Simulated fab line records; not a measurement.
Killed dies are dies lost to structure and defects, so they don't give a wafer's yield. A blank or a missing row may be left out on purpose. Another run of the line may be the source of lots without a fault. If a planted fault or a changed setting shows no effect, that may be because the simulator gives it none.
What tool caused it? + flow n5-finfet + 12 lots (36 wafers sampled), 1 step of a 1938-step route

== WHAT THE GAUGES SHOWED, per wafer ==
N5_WELL_APT_CD_MEAS_08: target cd 200 nm.
| lot  | measured    | on        | cd-nm (nm)  |
|------|-------------|-----------|-------------|
| L075 | day 1 20:04 | cd-sem-02 | 200 199 197 |
| L077 | day 2 08:03 | cd-sem-01 | 203 200 199 |
| L079 | day 2 19:43 | cd-sem-01 | 201 196 200 |
| L081 | day 3 08:02 | cd-sem-02 | 206 204 203 |
| L083 | day 3 19:47 | cd-sem-03 | 204 203 204 |
| L085 | day 4 07:51 | cd-sem-03 | 204 205 205 |
| L087 | day 4 19:57 | cd-sem-02 | 198 199 203 |
| L089 | day 5 07:41 | cd-sem-02 | 205 203 205 |
| L091 | day 5 19:50 | cd-sem-01 | 205 205 205 |
| L093 | day 6 07:38 | cd-sem-01 | 199 202 201 |
| L095 | day 6 19:52 | cd-sem-02 | 196 197 198 |
| L097 | day 7 07:41 | cd-sem-03 | 201 196 199 |

== WHAT TOOL EACH LOT RAN ON (gives the tool, then ch and the chambers of the sampled wafers, and finally the start) ==
No process step before these readings appears in the record.

== THE ANSWER, worked out from the rows above alone ==
Rule: the usual values come from the lots themselves. The widest of any qualifying gaps counts: lots, ordered by their means at a reading, are off when they make up no more than a third of the lots, leave a main group of 4 or more, and stand apart from it by 3 or more times the standard deviation of that group's means. The tables above print the reading to a certain number of digits; a main group whose means all agree to those digits is not used. Also off: a lot with no number at a reading for which 4 or more lots have one. The other lots that the step has rows for count as sound.
No lot is off at any reading shown: from this, nothing can be told.

== WHAT THE SIMULATOR HAD INSERTED ==
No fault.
